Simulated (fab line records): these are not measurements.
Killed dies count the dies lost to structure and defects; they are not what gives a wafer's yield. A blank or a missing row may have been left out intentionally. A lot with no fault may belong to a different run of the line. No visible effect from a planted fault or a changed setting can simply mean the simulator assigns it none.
One fault through the eyes of 3 desks	flow n5_finfet	each desk holds nothing but its own numbers, with what lay behind them at the end

== THE METROLOGY DESK ==
Lot by lot, what the gauges showed, no matter which tool ran the lot: averages of those sampled wafers that carry a number. Marked OUT: a lot whose mean sits more than 4 standard deviations from the usual mean, which makes it out of limits; the brackets give that distance. Of its 10 readings 7 are shown: those that lie furthest out on some lot.
Columns: A = DIBL_N at N5_BEOL_M4_RC_MEAS_101, usual 35.6 mV/V; B = DIBL_P at N5_BEOL_M4_RC_MEAS_101, usual 35.0 mV/V; C = IOFF_P at N5_BEOL_M4_RC_MEAS_101, usual 0.19 nA/um; D = ION_N at N5_BEOL_M4_RC_MEAS_101, usual 671 uA/um; E = SS_P at N5_BEOL_M4_RC_MEAS_101, usual 73.0 mV/dec; F = VT_N at N5_BEOL_M4_RC_MEAS_101, usual 251 mV; G = VT_P at N5_BEOL_M4_RC_MEAS_101, usual -251.5 mV
lot	first seen here	A	B	C	D	E	F	G
L194	day 9 08:05	35.6	36.7	0.19	684	73.6	250	-251.2
L195	day 9 12:35	34.6	32.6	0.18	677	72.8	251	-251.2
L201	day 9 23:37	35.3	34.0	0.19	687	72.7	248	-250.5
L206	day 11 13:08	34.7	35.0	0.21	677	73.4	248	-247.2
L213	day 13 12:05	36.0	34.2	0.18	668	72.8	252	-250.8
L214	day 13 17:23	37.9	37.4	0.24	677	72.8	250	-247.9
L215	day 13 20:51	34.6	32.9	0.18	667	72.3	250	-252.2
L217	day 14 09:56	36.6	36.4	0.20	687	73.7	247	-251.6
L216	day 14 10:01	35.9	35.6	0.19	675	72.7	252	-252.6
This desk found nothing out of limits on any of the 9 lots.

== THE DEFECT DESK ==
Inspection counts along the route, by lot: the mean over sampled wafers that carry a number. Marked OUT: a lot whose mean sits more than 4 standard deviations from the usual mean, which makes it out of limits; the brackets give that distance.
Columns: A = raw_defect_count at N5_BEOL_M0_SAQP_INSPECT_42, usual 304
lot	first seen here	A
L194	day 7 08:04	292
L195	day 7 09:17	370
L201	day 7 16:08	226
L206	day 8 18:02	200
L213	day 10 12:31	364
L214	day 10 19:22	229
L215	day 11 00:37	322
L216	day 11 05:17	235
L217	day 11 11:05	272
This desk found nothing out of limits on any of the 9 lots.

== TOOL OWNER'S DESK, litho_track-03 ==
The tool's own readings at N5_BEOL_M0_CUTY_COAT_51 (resist thk 150 nm): means of the sampled wafers that have a number, for each lot that ran on this tool. Marked OUT: a lot whose mean sits more than 4 standard deviations from the usual mean, which makes it out of limits; the brackets give that distance.
Columns: A = spin_speed_rpm at N5_BEOL_M0_CUTY_COAT_51, usual 1499.6 rpm
lot	first seen here	A
L194	day 7 09:13	1498.2
L201	day 7 17:07	1456.6 (-48) OUT
L206	day 8 20:21	1457.1 (-47) OUT
L217	day 11 12:25	1499.5
Finding of this desk: L201, L206 out of limits; the first was L201 at day 7 17:07, on spin_speed_rpm at N5_BEOL_M0_CUTY_COAT_51. L194, L217: within limits.

== PUT TOGETHER ==
An alarm could have come from the tool owner's desk at day 7 17:07, on L201, L206.
Nothing out of limits was seen by the metrology desk.
Nothing out of limits was seen by the defect desk.
The metrology desk has L201, L206 on record, within its limits.
The defect desk has L201, L206 on record, within its limits.
Every lot named ran N5_BEOL_M0_CUTY_COAT_51 on litho_track-03.

== WHAT THE SIMULATOR HAD INSERTED ==
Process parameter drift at N5_BEOL_M0_CUTY_COAT_51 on litho_track-03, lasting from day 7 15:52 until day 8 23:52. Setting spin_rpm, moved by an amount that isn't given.
Lots struck among those shown: L201, L206.
Each desk's first reading out of limits, in hours after the fault started: the tool owner's desk, 1.
